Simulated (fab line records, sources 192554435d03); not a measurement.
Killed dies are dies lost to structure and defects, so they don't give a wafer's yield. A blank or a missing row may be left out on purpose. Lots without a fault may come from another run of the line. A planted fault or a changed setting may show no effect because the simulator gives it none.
Which tool did it? | flow n5_finfet | 12 lots, 36 wafers sampled, at 3 steps of a route of 1938

WHAT THE GAUGES READ, wafer by wafer
N5_BEOL_M14_THK_MEAS_50: measures by xrf.
lot  | measured     | on            | M14_THK (nm)
L076 | day 12 11:37 | film_metro-02 | 578 582 576
L075 | day 12 21:17 | film_metro-02 | 550 552 554
L077 | day 13 01:46 | film_metro-02 | 544 587 556
L079 | day 13 15:25 | film_metro-02 | 564 555 557
L084 | day 14 12:32 | film_metro-02 | 589 599 591
L082 | day 14 19:43 | film_metro-02 | 591 587 547
L085 | day 15 01:22 | film_metro-02 | 554 558 534
L089 | day 15 12:48 | film_metro-02 | 584 562 558
L091 | day 16 02:27 | film_metro-02 | 555 600 555
L093 | day 17 02:40 | film_metro-02 | 565 561 565
L094 | day 17 17:38 | film_metro-02 | 576 568 555
L095 | day 18 13:50 | film_metro-02 | 600 596 593

WHICH TOOL RAN EACH LOT (tool, then ch and the chambers of the sampled wafers, then the start)
lot  | N5_BEOL_M14_SPUTTER_45       | N5_BEOL_M14_ANNEAL_48
L076 | pvd_sputter-02, day 12 10:43 | rtp_anneal-02 ch 0, day 12 11:04
L075 | pvd_sputter-03, day 12 20:16 | rtp_anneal-01 ch 0, day 12 20:47
L077 | pvd_sputter-02, day 13 00:52 | rtp_anneal-01 ch 0, day 13 01:18
L079 | pvd_sputter-01, day 13 13:40 | rtp_anneal-02 ch 0, day 13 14:49
L084 | pvd_sputter-01, day 14 09:59 | rtp_anneal-01 ch 0, day 14 11:57
L082 | pvd_sputter-03, day 14 18:49 | rtp_anneal-02 ch 0, day 14 19:10
L085 | pvd_sputter-03, day 15 00:28 | rtp_anneal-02 ch 0, day 15 00:49
L089 | pvd_sputter-03, day 15 11:00 | rtp_anneal-01 ch 0, day 15 12:20
L091 | pvd_sputter-03, day 16 01:33 | rtp_anneal-02 ch 0, day 16 01:51
L093 | pvd_sputter-02, day 17 01:08 | rtp_anneal-02 ch 0, day 17 02:07
L094 | pvd_sputter-03, day 17 16:44 | rtp_anneal-01 ch 0, day 17 17:02
L095 | pvd_sputter-03, day 18 12:01 | rtp_anneal-01 ch 0, day 18 13:14
- N5_BEOL_M14_SPUTTER_45: material Cu, target thk 100 nm, time 16.67 s.
- N5_BEOL_M14_ANNEAL_48: time 90 s.

THE ANSWER, worked out from the rows above alone
Rule: what is usual is taken from the lots themselves. Put in order of their means at a reading, lots are off if they are a third of the lots or fewer, leave a main group of 4 or more, and stand apart from it by a gap of 3 or more times the standard deviation of the main group's means; of several such gaps the widest counts. A main group whose means are all the same, to the digits that the tables above print for the reading, isn't used. A lot without any number at a reading at which 4 lots or more have one is off too. The other lots that the step has rows for count as sound.
No lot is off at any reading shown: from this, nothing can be told.

WHAT THE SIMULATOR HAD PUT IN
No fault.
